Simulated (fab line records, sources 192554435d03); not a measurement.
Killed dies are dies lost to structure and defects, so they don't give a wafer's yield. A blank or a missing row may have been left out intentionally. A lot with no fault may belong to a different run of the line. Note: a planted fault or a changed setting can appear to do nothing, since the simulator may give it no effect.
fab line records | flow n5_finfet
[record] lots = 7 | wafers = 21
route steps=1938 shown BEOL_M13@1692 BEOL_M14@1737 BEOL_M15@1819 MIM_BOT_ETCH@1866 PASSIVATION@1916
start_h: hours from the record's first day to the start of the lot's first wafer shown | wait_h: how many hours have passed since the lot's step before this one | " identical to the entry in the row above | L1.1+2: a single row standing in for several wafers | - no value present, or no start provided | * or withheld: withheld | < > ~ a bound
route shown NAME@n: a module of which the file shows steps, and the number in the route of the first | usual: mean and standard deviation over wafers with no fault | same: alike in all rows | chamber/n: place in a boat | sites: each site's reading | _std_site: standard deviation across them | _edge_site: outer sites' mean less inner sites' | radius_mm: for every site, how far away it sits from the centre of the wafer | mask NAME#n: copy n | behind: the tool/chamber that last shaped the wafer | hold: reason for holding the lot/hours on hold/outcome of the hold | device: transistor that didn't switch, given as n, p or np | end of line: the tests these same wafers got at the end of their route | a step given without rows: its recipe and nothing more | killed: count of dies lost to structure and defects at first sort (not the wafer's yield) | map: the dies of a wafer, with x for killed, . for not killed, _ for no die there
set.NAME: setting as actually run; set.NAME@STEP: the setting as run at that earlier step | model.NAME: the simulator's own value behind a step, which no gauge read
lots with deliberately changed settings; one table per step, one row per wafer
[[steps]]
[step N5_BEOL_M13_DESCUM_33]
[recipe] chemistry = O2 | time_s = 7.9 | source_power_w = 50 | bias_power_w = 20 | pressure_mtorr = 20 | rf_frequency_hz = 2.712e+07 | temp_c = 40 | o2_flow_sccm = 225
lot.wafer | tool        | chamber | start_h | wait_h | set.time_s | set.dose_mj@BEOL_M13_EXPOSE_25 | model.BEOL_M13.cd_nm
L075.1    | rie_diel-03 | 0       | 241.76  | 0.0    | 7.9        | 23.09                          | 215.4
L075.3    | "           | 1       | "       | "      | 7.9        | 22                             | 210
L075.6    | "           | 2       | "       | "      | 7.9        | 22                             | 208.6
L078.2    | rie_diel-01 | 1       | 266.00  | 0.0    | 9.587      | 22                             | 212
L078.3    | "           | 3       | "       | "      | 7.9        | 22.82                          | 216
L078.6    | "           | 0       | "       | "      | 7.9        | 22                             | 208.8
L081.4    | rie_diel-06 | 0       | 270.73  | 0.0    | 7.9        | 22                             | 210
L081.5    | "           | 1       | "       | "      | 6.176      | 22.75                          | 212.2
L081.6    | "           | 0       | "       | "      | 6.176      | 22.75                          | 213.2
L080.3    | rie_diel-06 | 1       | 283.31  | 0.0    | 6.391      | 22                             | 207.4
L080.5    | "           | 2       | "       | "      | 7.9        | 22                             | 209.2
L080.6    | "           | 3       | "       | "      | 6.391      | 22                             | 207.2
L082.2    | rie_diel-03 | 0       | 283.59  | 0.0    | 7.9        | 22                             | 209.2
L082.3    | "           | 2       | "       | "      | 7.9        | 20.59                          | 203.8
L082.6    | "           | 1       | "       | "      | 8.963      | 22                             | 208
L084.1    | rie_diel-06 | 2       | 297.78  | 0.0    | 7.9        | 22                             | 209
L084.3    | "           | 3       | "       | "      | 7.9        | 22                             | 208.6
L084.4    | "           | 0       | "       | "      | 7.9        | 22                             | 209.2
L091.2    | rie_diel-06 | 0       | 341.60  | 0.2    | 7.362      | 22                             | 208
L091.5    | "           | 0       | "       | "      | 7.9        | 22                             | 207.8
L091.6    | "           | 3       | "       | "      | 7.362      | 22                             | 208.6
[step N5_BEOL_M13_ETCH_67]
[recipe] chemistry = CF4 | target = SiARC | target_depth_a = 1430 | time_s = 238.3 | ion_energy_ev = 80 | pressure_mtorr = 40 | source_w = 545 | bias_w = 36 | Ar_flow_sccm = 100 | cf4_flow_sccm = 100 | ends = cleared
lot.wafer | tool        | chamber | start_h | wait_h | set.dose_mj@BEOL_M13_EXPOSE_25 | model.BEOL_M13.cd_nm
L075.1    | rie_diel-03 | 0       | 241.79  | 0.0    | 23.09                          | 215.2
L075.3    | "           | 1       | "       | "      | 22                             | 210.6
L075.6    | "           | 2       | "       | "      | 22                             | 207.6
L078.2    | rie_diel-01 | 1       | 266.04  | 0.0    | 22                             | 211.4
L078.3    | "           | 3       | "       | "      | 22.82                          | 216
L078.6    | "           | 0       | "       | "      | 22                             | 209.4
L081.4    | rie_diel-06 | 0       | 270.76  | 0.0    | 22                             | 211
L081.5    | "           | 1       | "       | "      | 22.75                          | 211.8
L081.6    | "           | 0       | "       | "      | 22.75                          | 214.4
L080.3    | rie_diel-06 | 1       | 283.34  | 0.0    | 22                             | 207.6
L080.5    | "           | 2       | "       | "      | 22                             | 209
L080.6    | "           | 3       | "       | "      | 22                             | 208
L082.2    | rie_diel-03 | 0       | 283.62  | 0.0    | 22                             | 209.8
L082.3    | "           | 2       | "       | "      | 20.59                          | 203.4
L082.6    | "           | 1       | "       | "      | 22                             | 209.2
L084.1    | rie_diel-06 | 2       | 297.81  | 0.0    | 22                             | 209
L084.3    | "           | 3       | "       | "      | 22                             | 209.6
L084.4    | "           | 0       | "       | "      | 22                             | 210
L091.2    | rie_diel-06 | 0       | 341.64  | 0.0    | 22                             | 208.2
L091.5    | "           | 0       | "       | "      | 22                             | 207.8
L091.6    | "           | 3       | "       | "      | 22                             | 210
[step N5_BEOL_M14_COAT_65]
[recipe] resist = SOC | temp_c = 250 | time_s = 60 | spin_rpm = 1500 | resist_thk_nm = 450
lot.wafer | tool           | chamber | start_h | wait_h | set.spin_rpm | model.SOC_of_BEOL_M14_COAT_65.thk_nm
L075.1    | litho_track-05 | 0       | 250.56  | 0.0    | 1390         | 466.4
L075.3    | "              | 0       | "       | "      | 1500         | 449.4
L075.6    | "              | 0       | "       | "      | 1390         | 467.2
L078.2    | litho_track-02 | 0       | 270.19  | 0.0    | 1500         | 449.8
L078.3    | "              | 0       | "       | "      | 1661         | 427.2
L078.6    | "              | 0       | "       | "      | 1661         | 429.4
L081.4    | litho_track-05 | 0       | 274.68  | 0.0    | 1500         | 451
L081.5    | "              | 0       | "       | "      | 1439         | 461
L081.6    | "              | 0       | "       | "      | 1439         | 461.8
L080.3    | litho_track-05 | 0       | 289.18  | 0.0    | 1406         | 465.4
L080.5    | "              | 0       | "       | "      | 1500         | 448.8
L080.6    | "              | 0       | "       | "      | 1500         | 451
L082.2    | litho_track-03 | 0       | 290.16  | 0.0    | 1500         | 450.2
L082.3    | "              | 0       | "       | "      | 1500         | 451.6
L082.6    | "              | 0       | "       | "      | 1394         | 468
L084.1    | litho_track-03 | 0       | 304.58  | 0.0    | 1500         | 448.6
L084.3    | "              | 0       | "       | "      | 1500         | 449
L084.4    | "              | 0       | "       | "      | 1500         | 450.4
L091.2    | litho_track-05 | 0       | 346.27  | 0.0    | 1500         | 450.4
L091.5    | "              | 0       | "       | "      | 1500         | 449.6
L091.6    | "              | 0       | "       | "      | 1500         | 452.4
[step N5_BEOL_M14_EXPOSE_25]
[recipe] mask_id = M14 | na = 0.8 | source_shape = annular | sigma_inner = 0.5 | sigma_outer = 0.8 | polarization = unpolarized | target_cd_nm = 280 | dose_mj = 26.6
lot.wafer  | tool           | chamber | start_h | wait_h | mask  | set.dose_mj
L075.1+6   | krf_scanner-01 | 0       | 250.80  | -      | M14#0 | 28.39
L075.3     | "              | 0       | "       | "      | M14#0 | 26.6
L078.2+6   | krf_scanner-02 | 0       | 270.44  | -      | M14#0 | 26.6
L078.3     | "              | 0       | "       | "      | M14#0 | 28.44
L081.4+6   | krf_scanner-01 | 0       | 274.81  | -      | M14#0 | 26.6
L081.5     | "              | 0       | "       | "      | M14#0 | 27.71
L080.3+5   | krf_scanner-02 | 0       | 289.44  | -      | M14#0 | 26.6
L080.6     | "              | 0       | "       | "      | M14#0 | 27.37
L082.2+3+6 | krf_scanner-01 | 0       | 290.40  | -      | M14#0 | 26.6
L084.1+3+4 | krf_scanner-02 | 0       | 304.82  | -      | M14#0 | 26.6
L091.2+5   | krf_scanner-02 | 0       | 346.52  | -      | M14#0 | 27.69
L091.6     | "              | 0       | "       | "      | M14#0 | 26.6
[step N5_BEOL_M14_PEB_26]
[recipe] peb_temp_c = 130 | peb_time_s = 90
[step N5_BEOL_M14_DEVELOP_27]
[recipe] develop_time_s = 45 | rinse_liquid = diw | dry = air_spin | dev_temp_c = 21
[step N5_BEOL_M14_HARDBAKE_32]
[recipe] temp_c = 130 | time_s = 120
[step N5_BEOL_M14_CD_MEAS_28]
[recipe] target_cd_nm = 284.4 | landing_energy_ev = 500 | detector = se_inlens
[usual] cd_nm = 284.0/1.9
lot.wafer | tool      | chamber | start_h | wait_h | set.dose_mj@BEOL_M14_EXPOSE_25 | cd_nm
L075.1    | cd_sem-03 | 0       | 250.97  | -      | 28.39                          | 297.4
L075.3    | "         | 0       | "       | "      | 26.6                           | 283.2
L075.6    | "         | 0       | "       | "      | 28.39                          | 293.6
L078.2    | cd_sem-02 | 0       | 270.60  | -      | 26.6                           | 283.6
L078.3    | "         | 0       | "       | "      | 28.44                          | 295.4
L078.6    | "         | 0       | "       | "      | 26.6                           | 285.7
L081.4    | cd_sem-03 | 0       | 274.97  | -      | 26.6                           | 283.5
L081.5    | "         | 0       | "       | "      | 27.71                          | 289.0
L081.6    | "         | 0       | "       | "      | 26.6                           | 283.4
L080.3    | cd_sem-01 | 0       | 289.60  | -      | 26.6                           | 282.3
L080.5    | "         | 0       | "       | "      | 26.6                           | 279.9
L080.6    | "         | 0       | "       | "      | 27.37                          | 288.3
L082.2    | cd_sem-02 | 0       | 290.57  | -      | 26.6                           | 284.3
L082.3    | "         | 0       | "       | "      | 26.6                           | 283.5
L082.6    | "         | 0       | "       | "      | 26.6                           | 284.6
L084.1    | cd_sem-03 | 0       | 304.99  | -      | 26.6                           | 285.8
L084.3    | "         | 0       | "       | "      | 26.6                           | 283.3
L084.4    | "         | 0       | "       | "      | 26.6                           | 281.7
L091.2    | cd_sem-03 | 0       | 346.68  | -      | 27.69                          | 292.6
L091.5    | "         | 0       | "       | "      | 27.69                          | 292.7
L091.6    | "         | 0       | "       | "      | 26.6                           | 284.3
[step N5_BEOL_M14_DESCUM_33]
[recipe] chemistry = O2 | time_s = 7.9 | source_power_w = 50 | bias_power_w = 20 | pressure_mtorr = 20 | rf_frequency_hz = 2.712e+07 | temp_c = 40 | o2_flow_sccm = 225
lot.wafer | tool        | chamber | start_h | wait_h | set.dose_mj@BEOL_M14_EXPOSE_25 | model.BEOL_M14.cd_nm
L075.1    | rie_diel-04 | 1       | 251.06  | 0.0    | 28.39                          | 297.8
L075.3    | "           | 0       | "       | "      | 26.6                           | 283.2
L075.6    | "           | 3       | "       | "      | 28.39                          | 293.8
L078.2    | rie_diel-04 | 1       | 270.72  | 0.1    | 26.6                           | 284
L078.3    | "           | 2       | "       | "      | 28.44                          | 295.6
L078.6    | "           | 1       | "       | "      | 26.6                           | 285.8
L081.4    | rie_diel-04 | 0       | 275.24  | 0.2    | 26.6                           | 283.8
L081.5    | "           | 3       | "       | "      | 27.71                          | 289
L081.6    | "           | 0       | "       | "      | 26.6                           | 284.2
L080.3    | rie_diel-02 | 3       | 290.03  | 0.4    | 26.6                           | 282.2
L080.5    | "           | 3       | "       | "      | 26.6                           | 280
L080.6    | "           | 2       | "       | "      | 27.37                          | 288.6
L082.2+6  | rie_diel-04 | 1,0     | 291.19  | 0.6    | 26.6                           | 284.6
L082.3    | "           | 0       | "       | "      | 26.6                           | 284
L084.1    | rie_diel-02 | 1       | 305.52  | 0.5    | 26.6                           | 285.8
L084.3    | "           | 0       | "       | "      | 26.6                           | 282.8
L084.4    | "           | 1       | "       | "      | 26.6                           | 281.4
L091.2+5  | rie_diel-05 | 2,0     | 346.77  | 0.0    | 27.69                          | 292.6
L091.6    | "           | 3       | "       | "      | 26.6                           | 284
[step N5_BEOL_M15_SPUTTER_43]
[recipe] material = TaN | target_thk_a = 150 | temp_c = 50 | bias_v = 168.6 | power_w = 15000 | chamber_pressure_pa = 0.12 | time_s = 24.19
lot.wafer  | tool           | chamber | start_h | wait_h | set.power_w | model.TaN_of_BEOL_M15_SPUTTER_43.thk_nm
L075.1     | pvd_sputter-02 | -       | 261.78  | 0.0    | 15000       | 15
L075.3     | "              | -       | "       | "      | 16140       | 16.4
L075.6     | "              | -       | "       | "      | 16140       | 16.2
L078.2     | pvd_sputter-02 | -       | 279.18  | 0.0    | 15000       | 15.4
L078.3+6   | "              | -       | "       | "      | 15000       | 15.6
L081.4+6   | pvd_sputter-03 | -       | 286.22  | 0.0    | 16530       | 16.4
L081.5     | "              | -       | "       | "      | 16530       | 16.6
L080.3+5+6 | pvd_sputter-02 | -       | 297.96  | 0.0    | 15000       | 15.2
L082.2+6   | pvd_sputter-02 | -       | 300.46  | 0.0    | 16800       | 16.8
L082.3     | "              | -       | "       | "      | 15000       | 15
L084.1+3   | pvd_sputter-02 | -       | 315.03  | 0.0    | 15000       | 15.2
L084.4     | "              | -       | "       | "      | 15000       | 15.4
L091.2     | pvd_sputter-03 | -       | 354.27  | 0.0    | 15000       | 14.8
L091.5     | "              | -       | "       | "      | 15000       | 15
L091.6     | "              | -       | "       | "      | 16940       | 16.8
[step N5_BEOL_M15_SPUTTER_44]
[recipe] material = Ta | target_thk_a = 150 | temp_c = 50 | bias_v = 80 | power_w = 15000 | chamber_pressure_pa = 0.07 | time_s = 24.19
lot.wafer | tool           | chamber | start_h | wait_h | set.power_w | model.Ta_of_BEOL_M15_SPUTTER_44.thk_nm
L075.1    | pvd_sputter-02 | -       | 261.86  | 0.0    | 15000       | 15
L075.3    | "              | -       | "       | "      | 15000       | 14.8
L075.6    | "              | -       | "       | "      | 15000       | 15.4
L078.2    | pvd_sputter-02 | -       | 279.26  | 0.0    | 15000       | 15.2
L078.3    | "              | -       | "       | "      | 15000       | 14.8
L078.6    | "              | -       | "       | "      | 17520       | 17.8
L081.4+5  | pvd_sputter-03 | -       | 286.30  | 0.0    | 15000       | 15
L081.6    | "              | -       | "       | "      | 16990       | 17.2
L080.3    | pvd_sputter-02 | -       | 298.04  | 0.0    | 12370       | 13
L080.5    | "              | -       | "       | "      | 15000       | 15
L080.6    | "              | -       | "       | "      | 12370       | 12.6
L082.2    | pvd_sputter-02 | -       | 300.54  | 0.0    | 17670       | 17.8
L082.3+6  | "              | -       | "       | "      | 15000       | 15.4
L084.1+3  | pvd_sputter-02 | -       | 315.11  | 0.0    | 15000       | 15.4
L084.4    | "              | -       | "       | "      | 15000       | 15
L091.2    | pvd_sputter-03 | -       | 354.35  | 0.0    | 15000       | 15
L091.5    | "              | -       | "       | "      | 15000       | 15.2
L091.6    | "              | -       | "       | "      | 15000       | 14.8
[step N5_MIM_BOT_ETCH_ETCH_04]
[recipe] chemistry = CF4/O2 | target = SiNx | target_depth_a = 260 | time_s = 13 | ion_energy_ev = 100 | pressure_mtorr = 40 | source_w = 535 | bias_w = 49 | Ar_flow_sccm = 100 | cf4_flow_sccm = 100 | O2_flow_sccm = 10
lot.wafer | tool        | chamber | start_h | wait_h | set.time_s | model.etch.depth_nm
L075.1    | rie_diel-04 | 1       | 268.41  | 0.0    | 13         | 25.66
L075.3    | "           | 2       | "       | "      | 13         | 24.68
L075.6    | "           | 3       | "       | "      | 11         | 21.46
L078.2    | rie_diel-05 | 0       | 284.71  | 0.0    | 13         | 27.41
L078.3    | "           | 2       | "       | "      | 14.12      | 27.23
L078.6    | "           | 1       | "       | "      | 13         | 25.31
L081.4    | rie_diel-04 | 2       | 294.52  | 0.0    | 12.03      | 22.93
L081.5    | "           | 2       | "       | "      | 13         | 24.53
L081.6    | "           | 3       | "       | "      | 13         | 25.45
L080.3    | rie_diel-04 | 0       | 305.89  | 0.0    | 12.12      | 24.02
L080.5    | "           | 0       | "       | "      | 13         | 25.53
L080.6    | "           | 3       | "       | "      | 12.12      | 23.7
L082.2    | rie_diel-02 | 2       | 306.47  | 0.0    | 14.23      | 28.02
L082.3    | "           | 0       | "       | "      | 13         | 26.48
L082.6    | "           | 2       | "       | "      | 13         | 25.71
L084.1    | rie_diel-02 | 0       | 319.83  | 0.0    | 13         | 26.36
L084.3    | "           | 2       | "       | "      | 13         | 25.31
L084.4    | "           | 3       | "       | "      | 13         | 24.75
L091.2    | rie_diel-05 | 3       | 359.71  | 0.0    | 13         | 27.56
L091.5    | "           | 2       | "       | "      | 11.42      | 21.7
L091.6    | "           | 1       | "       | "      | 11.42      | 21.62
[step N5_PASSIVATION_PECVD_35]
[recipe] material = SiNx | target_thk_a = 7000 | temp_c = 400 | precursor = SiH4/NH3/N2 | pressure_torr = 4.9 | rf_w = 1406 | time_s = 151.3
lot.wafer | tool     | chamber | start_h | wait_h | set.time_s | model.SiNx_of_PASSIVATION_PECVD_35.thk_nm
L075.1    | pecvd-02 | 0       | 273.02  | 0.1    | 151.3      | 698.4
L075.3    | "        | 2       | "       | "      | 158.7      | 726.8
L075.6    | "        | 0       | "       | "      | 151.3      | 713.2
L078.2    | pecvd-01 | 2       | 291.73  | 0.1    | 151.3      | 688.4
L078.3    | "        | 1       | "       | "      | 151.3      | 688
L078.6    | "        | 0       | "       | "      | 151.3      | 710.8
L081.4    | pecvd-04 | 0       | 299.94  | 0.1    | 128.8      | 604
L081.5    | "        | 1       | "       | "      | 151.3      | 703.8
L081.6    | "        | 2       | "       | "      | 151.3      | 713
L080.3    | pecvd-01 | 2       | 311.38  | 0.1    | 162.4      | 733.4
L080.5    | "        | 1       | "       | "      | 151.3      | 692
L080.6    | "        | 2       | "       | "      | 162.4      | 745
L082.2    | pecvd-01 | 0       | 312.02  | 0.1    | 151.3      | 694.2
L082.3    | "        | 2       | "       | "      | 151.3      | 686.6
L082.6    | "        | 2       | "       | "      | 151.3      | 691.2
L084.1    | pecvd-01 | 2       | 325.33  | 0.1    | 151.3      | 698
L084.3    | "        | 1       | "       | "      | 151.3      | 697.6
L084.4    | "        | 0       | "       | "      | 151.3      | 723.4
L091.2    | pecvd-01 | 2       | 365.24  | 0.1    | 140.7      | 646
L091.5    | "        | 2       | "       | "      | 140.7      | 650.4
L091.6    | "        | 0       | "       | "      | 140.7      | 670.2
[[key]]
[split] step = N5_BEOL_M13_DESCUM_33 | setting = time_s | stated = 7.9 | by = wafer
response none clear
[split] step = N5_BEOL_M14_COAT_65 | setting = spin_rpm | stated = 1500 | by = wafer
[response] step = N5_BEOL_M14_COAT_65 | reading = model.SOC_of_BEOL_M14_COAT_65.thk_nm | change = -2.25 | per = 1% | r = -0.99
[split] step = N5_BEOL_M14_EXPOSE_25 | setting = dose_mj | stated = 26.6 | by = wafer
[response] step = N5_BEOL_M14_CD_MEAS_28 | reading = cd_nm | change = +1.73 | per = 1% | r = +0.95
[response] step = N5_BEOL_M14_DESCUM_33 | reading = model.BEOL_M14.cd_nm | change = +1.74 | per = 1% | r = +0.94
[split] step = N5_BEOL_M15_SPUTTER_43 | setting = power_w | stated = 15000 | by = wafer
[response] step = N5_BEOL_M15_SPUTTER_43 | reading = model.TaN_of_BEOL_M15_SPUTTER_43.thk_nm | change = +0.152 | per = 1% | r = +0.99
[split] step = N5_BEOL_M15_SPUTTER_44 | setting = power_w | stated = 15000 | by = wafer
[response] step = N5_BEOL_M15_SPUTTER_44 | reading = model.Ta_of_BEOL_M15_SPUTTER_44.thk_nm | change = +0.146 | per = 1% | r = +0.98
[split] step = N5_MIM_BOT_ETCH_ETCH_04 | setting = time_s | stated = 13 | by = wafer
[response] step = N5_MIM_BOT_ETCH_ETCH_04 | reading = model.etch.depth_nm | change = +0.279 | per = 1% | r = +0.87
[split] step = N5_PASSIVATION_PECVD_35 | setting = time_s | stated = 151.3 | by = wafer
[response] step = N5_PASSIVATION_PECVD_35 | reading = model.SiNx_of_PASSIVATION_PECVD_35.thk_nm | change = +6.7 | per = 1% | r = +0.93
split outside_this_file step=N5_BEOL_M13_EXPOSE_25 setting=dose_mj
// split outside_this_file: this setting was split too, and the file shows its column; the key of that split is in another file
